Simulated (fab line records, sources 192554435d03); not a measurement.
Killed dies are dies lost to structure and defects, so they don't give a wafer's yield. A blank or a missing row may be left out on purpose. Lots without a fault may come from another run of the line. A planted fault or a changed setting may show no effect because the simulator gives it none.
Split-lot experiment | flow n5_finfet | 7 lots, 21 wafers read, on a route of 1938 steps

THE SPLIT
At N5_BEOL_M14_PEB_26 (peb time 90 s), the setting peb_temp_c was moved away from the recipe's 130 C on 6 of the 21 wafers read, by -2.5% to +2.6%. The other wafers ran this setting at the recipe's value.

FROM THE SPLIT TO THE READING: what the file shows between them, 2 steps
- N5_BEOL_M14_DEVELOP_27: develop time 45 s
- N5_BEOL_M14_HARDBAKE_32: time 120 s

THE READING
cd_nm, in nm, at N5_BEOL_M14_CD_MEAS_28 (target cd 284.4 nm). Fault-free wafers of this fab line usually give 285.8 nm, standard deviation 2.2 nm.

wafer  | tool, chamber at the split | peb_temp_c as run, C | against the recipe | cd_nm, nm | against lot-mates on the recipe
L077.2 | litho_track-03, 0          | 130                  | recipe             | 285.9     | -
L077.4 | litho_track-03, 0          | 130                  | recipe             | 283.9     | -
L077.5 | litho_track-03, 0          | 130                  | recipe             | 282.8     | -
L076.1 | litho_track-02, 0          | 130                  | recipe             | 285.9     | -
L076.2 | litho_track-02, 0          | 130                  | recipe             | 287.9     | -
L076.6 | litho_track-02, 0          | 132.9                | +2.2%              | 298.0     | +11.1
L081.4 | litho_track-05, 0          | 133.4                | +2.6%              | 298.5     | +11.9
L081.5 | litho_track-05, 0          | 130                  | recipe             | 286.6     | -
L081.6 | litho_track-05, 0          | 133.4                | +2.6%              | 302.3     | +15.7
L080.2 | litho_track-03, 0          | 130                  | recipe             | 287.5     | -
L080.5 | litho_track-03, 0          | 130                  | recipe             | 285.9     | -
L080.6 | litho_track-03, 0          | 126.7                | -2.5%              | 268.2     | -18.5
L084.1 | litho_track-03, 0          | 130                  | recipe             | 284.0     | -
L084.4 | litho_track-03, 0          | 130                  | recipe             | 287.8     | -
L084.5 | litho_track-03, 0          | 127.4                | -2.0%              | 277.5     | -8.4
L085.2 | litho_track-02, 0          | 130                  | recipe             | 289.3     | -
L085.3 | litho_track-02, 0          | 130                  | recipe             | 288.0     | -
L085.5 | litho_track-02, 0          | 130                  | recipe             | 287.6     | -
L095.1 | litho_track-03, 0          | 130                  | recipe             | 285.2     | -
L095.2 | litho_track-03, 0          | 126.9                | -2.4%              | 268.9     | -17.0
L095.5 | litho_track-03, 0          | 130                  | recipe             | 286.6     | -

THE FIT
A straight line over all 21 wafers: cd_nm changes by +5.9 nm for each +1% of peb_temp_c; r = +0.97; the points scatter about the line by 2.1 nm.
The same after taking each lot's own level away (the mean of its wafers on the recipe; 21 wafers): +5.79 nm for each +1%; r = +0.97; scatter 1.8 nm.
On that fit, the largest move of peb_temp_c shifts the reading by 15 nm.
The lots' own levels span 284.20 to 288.30 nm, that is 1.9 times the standard deviation above.
So the lot-to-lot level changes the slope little: the two slopes agree.
Check: with one of the wafers moved furthest among these (+2.6%) left out of the fit, the line predicts +15.7 nm for it against its lot-mates. It came out at +11.9 nm against them.

OTHER SPLITS ON THESE WAFERS
These wafers also went through other splits before the reading. Each is held against what the fit with the lots' levels taken away leaves over:
other split on the same wafers    | wafers away from the commonest value | r with cd_nm (lot level and that fit taken away)
N5_BEOL_M10_COAT_22 spin_rpm      | 6                                    | -0.11
N5_BEOL_M12_TRENCH_ETCH_34 time_s | 7                                    | -0.07

THE WHOLE CHAIN: every reading that the file lists as answering this split, in the file's order
step                       | what it does                                                    | reading                                                         | change (the file's fit)              | r (the file's)
N5_BEOL_M14_CD_MEAS_28     | target cd 284.4 nm                                              | cd_nm                                                           | +5.91 nm for each +1% of the setting | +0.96
N5_BEOL_M14_DESCUM_33      | chemistry O2, time 7.9 s                                        | BEOL_M14.cd_nm (the simulator's own value, which no gauge read) | +5.78 nm for each +1% of the setting | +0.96
N5_BEOL_M14_ETCH_68        | etches SOC in N2/H2, time 450 s                                 | BEOL_M14.cd_nm (the simulator's own value, which no gauge read) | +5.37 nm for each +1% of the setting | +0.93
N5_BEOL_M14_TRENCH_ETCH_34 | etches SiO2 in C4F8/O2/Ar, target depth 556.65 nm, time 126.9 s | BEOL_M14.cd_nm (the simulator's own value, which no gauge read) | +5.34 nm for each +1% of the setting | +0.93

THE FILE'S OWN FIT
cd_nm changes by +5.91 nm for each +1% of peb_temp_c, r = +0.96.
